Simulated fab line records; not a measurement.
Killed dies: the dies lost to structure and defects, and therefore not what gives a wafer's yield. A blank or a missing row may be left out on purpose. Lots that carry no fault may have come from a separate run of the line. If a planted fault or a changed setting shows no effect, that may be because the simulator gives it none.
Struck lot and sound lot, side by side ; flow n5 finfet ; 37 out of 1938 route steps
Sound: wafers L638.1, L638.2, L638.3. Struck: wafer L637.6. (L637.4, L637.5 of the same lot were not struck and are left out.) The cause comes at the end.
At each step with rows: each side's tool, then ch and its chambers, then its first start. Under that, the readings that differ: sound wafers ; struck wafers ; difference of the means ; sigmas: that difference in standard deviations of wafers without a fault.
alike: same words and numbers on both sides, and readings whose means sit less than 2 such deviations apart. not compared: any withheld reading, any reading some wafer has no value for, any bound like >300 that may hide the same value, and any number with overlapping values for which the record gives no deviation.
The two part at a step that has a row with sigmas, a row that says differs or no value, or rows on one side only. Non-overlapping numbers with no deviation appear without sigmas and do not part them. A reading missing from all wafers of one side parts the sides only when that side holds two or more wafers.

first, 9 steps without rows for these wafers: N5_BEOL_M14_PRE_CLEAN_42 (time 30 s); N5_BEOL_M14_SPUTTER_43 (material TaN, target thk 15 nm, time 24.19 s); N5_BEOL_M14_SPUTTER_44 (material Ta, target thk 15 nm, time 24.19 s); N5_BEOL_M14_SPUTTER_45 (material Cu, target thk 100 nm, time 16.67 s); N5_BEOL_M14_ECD_47 (material Cu, target thk 1248 nm); N5_BEOL_M14_ANNEAL_48 (time 90 s); N5_BEOL_M14_CMP_49 (polishes, stops on SiO2, t overpolish 5.2 s, target thk 560 nm); N5_BEOL_M14_PRE_CLEAN_52 (time 15 s); N5_BEOL_M14_DEP_53 (deposits SiCN from 3MS/NH3, target thk 50 nm, time 17.8 s).
N5_BEOL_M15_ILD_DEP_00: deposits SiO2 from TEOS/O2, target thk 1629.3 nm, time 346.1 s.
  sound on pecvd-03 ch 0,1,2, day 19 18:08; struck on pecvd-02 ch 1, day 19 04:10
reading;sound;struck;difference;sigmas
run length s (s);389.4 390.0 389.1;548.9;+159.4;+99 or more
model.SiO2_of_BEOL_M15_ILD_DEP_00.thk nm (nm);1615 1622 1624;2415;+795;
  alike: heater power outer w, heater power w, showerhead plenum p Torr, throttle valve pct
N5_BEOL_M15_THK_MEAS_01:
  sound on film metro-01, day 19 18:23; struck on film metro-02, day 19 04:26
reading;sound;struck;difference;sigmas
M15_ILD_THK (nm);1614 1622 1625;2415;+795;+42
then, 10 steps without rows for these wafers: N5_BEOL_M15_COAT_58 (time 60 s, resist thk 89 nm); N5_BEOL_M15_COAT_04 (resist thk 800 nm); N5_BEOL_M15_EBR_06; N5_BEOL_M15_SOFTBAKE_05 (time 60 s); N5_BEOL_M15_EXPOSE_07 (exposes mask V14); N5_BEOL_M15_PEB_08 (peb time 90 s); N5_BEOL_M15_DEVELOP_09 (develop time 45 s); N5_BEOL_M15_HARDBAKE_14 (time 120 s); N5_BEOL_M15_DESCUM_15 (chemistry O2, time 7.9 s); N5_BEOL_M15_ETCH_59 (etches BARC in N2/H2, target depth 89 nm, overetch 26.7 nm, time 67.9 s).
N5_BEOL_M15_VIA_ETCH_16: etches SiO2 in C4F8/O2/Ar, target depth 1792.2 nm.
  sound on rie diel-02 ch 1,2,3, day 19 18:52; struck on rie diel-05 ch 1, day 19 05:10
reading;sound;struck;difference;sigmas
model.etch.depth nm (nm);1615 1622 1624;2415;+795;
model.coat_of_BEOL_M15_COAT_04.thk nm (nm);340.6 333.2 335.6;143.6;-192.9;
  alike: drypump motor current A, oes_o_777_au, oes product au, rf vpp V, showerhead plenum p Torr, throttle valve pct
then, 4 steps without rows for these wafers: N5_BEOL_M15_STRIP_63 (strips in O2); N5_BEOL_M15_STRIP_64 (strips in O2); N5_BEOL_M15_STRIP_65 (strips in post etch residue remover, time 60 s); N5_BEOL_M15_SRD_66 (time 30 s, dry time 30 s).
N5_BEOL_M15_CD_MEAS_17 targets a cd of 360 nm.
  sound on cd sem-02, day 19 19:17; struck on cd sem-01, day 19 05:37
reading;sound;struck;difference;sigmas
cd nm (nm);363.1 363.1 364.2;370.1;+6.6;+4
then, 9 steps without rows for these wafers: N5_BEOL_M15_COAT_56 (time 60 s, resist thk 550 nm); N5_BEOL_M15_ETCH_57 (etches SOC in N2/H2, time 750 s); N5_BEOL_M15_COAT_60 (time 60 s, resist thk 89 nm); N5_BEOL_M15_COAT_22 (resist thk 800 nm); N5_BEOL_M15_EBR_24; N5_BEOL_M15_SOFTBAKE_23 (time 60 s); N5_BEOL_M15_EXPOSE_25 (exposes mask M15, target cd 400 nm); N5_BEOL_M15_PEB_26 (peb time 90 s); N5_BEOL_M15_DEVELOP_27 (develop time 45 s).
N5_BEOL_M15_CMP_49: polishes, stops on SiO2, t overpolish 4.9 s, target thk 850 nm.
  sound on cmp-01 ch 1,2,3, day 19 22:02; struck on cmp-02 ch 3, day 19 12:29
reading;sound;struck;difference;sigmas
model.SiO2_of_BEOL_M15_ILD_DEP_00.thk nm (nm);1535 1543 1547;2335;+793;
  alike: clearing platen rpm, motor current A

WHERE THEY PART
Last at N5_BEOL_M15_CD_MEAS_17 as far as this record goes, first at N5_BEOL_M15_ILD_DEP_00. Later steps at which nothing parts them and some readings are alike: N5_BEOL_M15_CMP_49.

WHY: the cause the simulator had injected
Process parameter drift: pecvd-02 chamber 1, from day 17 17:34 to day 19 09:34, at N5_BEOL_M15_ILD_DEP_00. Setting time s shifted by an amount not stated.
